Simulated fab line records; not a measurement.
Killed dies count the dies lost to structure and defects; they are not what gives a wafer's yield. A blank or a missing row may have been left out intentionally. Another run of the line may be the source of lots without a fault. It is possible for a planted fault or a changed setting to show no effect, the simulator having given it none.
Split-lot study | flow n5-finfet | 7 lots, 21 wafers read, on a route of 1938 steps

THE SPLIT ITSELF
At N5_DUMMY_GATE_PECVD_30 (deposits SiO2 from TEOS/O2, target thk 55 nm, time 10.8 s), the setting time-s was moved away from the recipe's 10.8 s on 6 of the 21 wafers read, by -14.5% to +11.5%. This setting was run at the recipe's value on the other wafers.

FROM THE SPLIT TO THE READING: what the file shows between them, 7 steps
- N5_DUMMY_GATE_COAT_34: time 60 s, resist thk 60 nm
- N5_DUMMY_GATE_COAT_35: time 60 s, resist thk 10 nm
- N5_DUMMY_GATE_ETCH_31: etches SiO2 in C4F6/O2, target depth 82.5 nm, time 27.5 s
- N5_DUMMY_GATE_STRIP_41: strips in O2
- N5_DUMMY_GATE_HM_OPEN_21: chemistry CH3F/O2, target SiNx, target depth 120 nm, time 171.4 s
- N5_DUMMY_GATE_ETCH_32: etches SiO2 in CF4, target depth 3.5 nm, time 3.9 s
- N5_DUMMY_GATE_ETCH_23: etches poly-Si in HBr/Cl2/O2, target depth 41 nm, time 22.3 s

THE READING
SiO2_of_DUMMY_GATE_PECVD_30.thk-nm (the simulator's own value, which no gauge read), in nm, at N5_DUMMY_GATE_ETCH_44 (etches poly-Si in HBr/O2, stops on SiO2, target depth 127.5 nm). No usual value for it is given in the file. The 15 wafers here that ran the recipe average 37.5 nm, standard deviation 0.88 nm.

wafer  | tool, chamber at the split | time-s as run, s | against the recipe | SiO2_of_DUMMY_GATE_PECVD_30.thk-nm, nm | against lot-mates on the recipe
L074.2 | pecvd-03, 1                | 10.8             | recipe             | 37.2                                   | -
L074.5 | pecvd-03, 2                | 10.8             | recipe             | 39                                     | -
L074.6 | pecvd-03, 0                | 10.2             | -5.6%              | 35.2                                   | -2.9
L082.1 | pecvd-01, 2                | 12.04            | +11.5%             | 42.6                                   | +5.4
L082.3 | pecvd-01, 2                | 10.8             | recipe             | 37.2                                   | -
L082.5 | pecvd-01, 2                | 12.04            | +11.5%             | 43.4                                   | +6.2
L089.2 | pecvd-02, 1                | 10.8             | recipe             | 37                                     | -
L089.5 | pecvd-02, 2                | 10.8             | recipe             | 37                                     | -
L089.3 | pecvd-02, 2                | 10.8             | recipe             | 36.8                                   | -
L090.3 | pecvd-01, 1                | 11.86            | +9.8%              | 42.2                                   | +4.3
L090.5 | pecvd-01, 1                | 10.8             | recipe             | 38.8                                   | -
L090.6 | pecvd-01, 2                | 10.8             | recipe             | 37                                     | -
L093.1 | pecvd-03, 0                | 10.8             | recipe             | 36.8                                   | -
L093.4 | pecvd-03, 1                | 10.8             | recipe             | 38.2                                   | -
L093.6 | pecvd-03, 0                | 10.8             | recipe             | 37                                     | -
L094.1 | pecvd-01, 1                | 9.238            | -14.5%             | 31.2                                   | -7.8
L094.4 | pecvd-01, 1                | 9.238            | -14.5%             | 31.2                                   | -7.8
L094.3 | pecvd-01, 0                | 10.8             | recipe             | 39                                     | -
L097.1 | pecvd-02, 2                | 10.8             | recipe             | 36.2                                   | -
L097.3 | pecvd-02, 1                | 10.8             | recipe             | 38                                     | -
L097.4 | pecvd-02, 2                | 10.8             | recipe             | 36.6                                   | -

FIT RESULTS
A straight line over all 21 wafers: SiO2_of_DUMMY_GATE_PECVD_30.thk-nm changes by +0.454 nm for each +1% of time-s; r = +0.97; the points scatter about the line by 0.8 nm.
The same after taking each lot's own level away (the mean of its wafers on the recipe; 21 wafers): +0.515 nm for each +1%; r = +0.98; scatter 0.62 nm.
Per that fit: largest time-s move, reading shift of 7.5 nm.
The span of the lots' own levels, 36.93 to 39.00 nm, comes to 2.4 times the standard deviation stated above.
So the slope is not independent of the lot-to-lot level: the two fits are not the same.
Check: with one of the wafers moved furthest among these (-14.5%) left out of the fit, the line predicts -7.42 nm for it against its lot-mates. It came out at -7.8 nm against them.

ADDITIONAL SPLITS CARRIED BY THESE WAFERS
Before the reading, these wafers also passed through other splits. Each is held against what the fit with the lots' levels taken away leaves over:
other split on the same wafers | wafers away from the commonest value | r with SiO2_of_DUMMY_GATE_PECVD_30.thk-nm (lot level and that fit taken away)
N5_ZERO_LAYER_PECVD_02 time-s  | 6                                    | -0.10
N5_ZERO_LAYER_ETCH_18 icp-w    | 6                                    | -0.19
N5_WELL_APT_EXPOSE_05 dose-mj  | 3                                    | +0.09
N5_FIN_SAQP_PEB_14 peb-time-s  | 3                                    | +0.14

THE WHOLE CHAIN: every reading that the file lists as answering this split, in the file's order
step                     | what it does                                                      | reading                                                                             | change (the file's fit)               | r (the file's)
N5_DUMMY_GATE_PECVD_30   | deposits SiO2 from TEOS/O2, target thk 55 nm, time 10.8 s         | SiO2_of_DUMMY_GATE_PECVD_30.thk-nm (the simulator's own value, which no gauge read) | +0.494 nm for each +1% of the setting | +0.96
N5_DUMMY_GATE_HM_OPEN_21 | chemistry CH3F/O2, target SiNx, target depth 120 nm, time 171.4 s | SiO2_of_DUMMY_GATE_PECVD_30.thk-nm (the simulator's own value, which no gauge read) | +0.5 nm for each +1% of the setting   | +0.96
N5_DUMMY_GATE_ETCH_44    | etches poly-Si in HBr/O2, stops on SiO2, target depth 127.5 nm    | SiO2_of_DUMMY_GATE_PECVD_30.thk-nm (the simulator's own value, which no gauge read) | +0.508 nm for each +1% of the setting | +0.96

THE FILE'S OWN FIT
SiO2_of_DUMMY_GATE_PECVD_30.thk-nm changes by +0.508 nm for each +1% of time-s, r = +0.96.
